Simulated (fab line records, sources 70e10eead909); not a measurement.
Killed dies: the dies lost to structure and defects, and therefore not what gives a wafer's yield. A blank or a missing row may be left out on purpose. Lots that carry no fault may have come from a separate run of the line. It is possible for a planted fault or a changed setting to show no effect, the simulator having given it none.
Chamber matching / flow nand harc / rie diel-09 running NHARC_A_BLC_ETCH_17: 4 sister chambers
The step etches the open film in N2/H2, target depth 390 nm, time 609.38 s. 4 wafers are shown with their chamber, then 7 later ones without.

WAFERS WITH THEIR CHAMBER
wafer=L513.3; chamber=2; drypump motor current A (A)=5.1
wafer=L513.5; chamber=0; drypump motor current A (A)=5.7
wafer=L514.1; chamber=1; drypump motor current A (A)=5.1
wafer=L514.3; chamber=3; drypump motor current A (A)=6.5

WAFERS WITH NO CHAMBER GIVEN
wafer=L514.4; drypump motor current A (A)=5.7
wafer=L519.2; drypump motor current A (A)=5.0
wafer=L519.4; drypump motor current A (A)=5.7
wafer=L519.6; drypump motor current A (A)=5.0
wafer=L521.2; drypump motor current A (A)=5.1
wafer=L521.3; drypump motor current A (A)=5.1
wafer=L521.4; drypump motor current A (A)=6.5

THE CHAMBER EACH PASSED THROUGH
wafer=L514.4; from the rows above=0; in truth=0
wafer=L519.2; from the rows above=can't be placed: 1 or 2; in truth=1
wafer=L519.4; from the rows above=0; in truth=0
wafer=L519.6; from the rows above=can't be placed: 1 or 2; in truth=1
wafer=L521.2; from the rows above=can't be placed: 1 or 2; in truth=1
wafer=L521.3; from the rows above=can't be placed: 1 or 2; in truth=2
wafer=L521.4; from the rows above=3; in truth=3
Correct placement for 3 of the 7. From these rows, 4 cannot be placed; in 4 the true chamber is one of the candidates. Number placed wrongly: 0.
How it was worked out, from the rows above alone: a wafer's distance from a chamber is the root of the sum, over the readings, of the square of ((its reading less the chamber's mean) divided by the reading's scatter). If the next closest chamber is less than 2 further off than the closest, the wafer can't be placed; otherwise it belongs to the closest. The mean given for a chamber averages the wafers shown for that chamber. The scatter (one wafer shown for each chamber): square how far every hidden wafer sits from the nearest shown wafer, average those squares and take the square root.
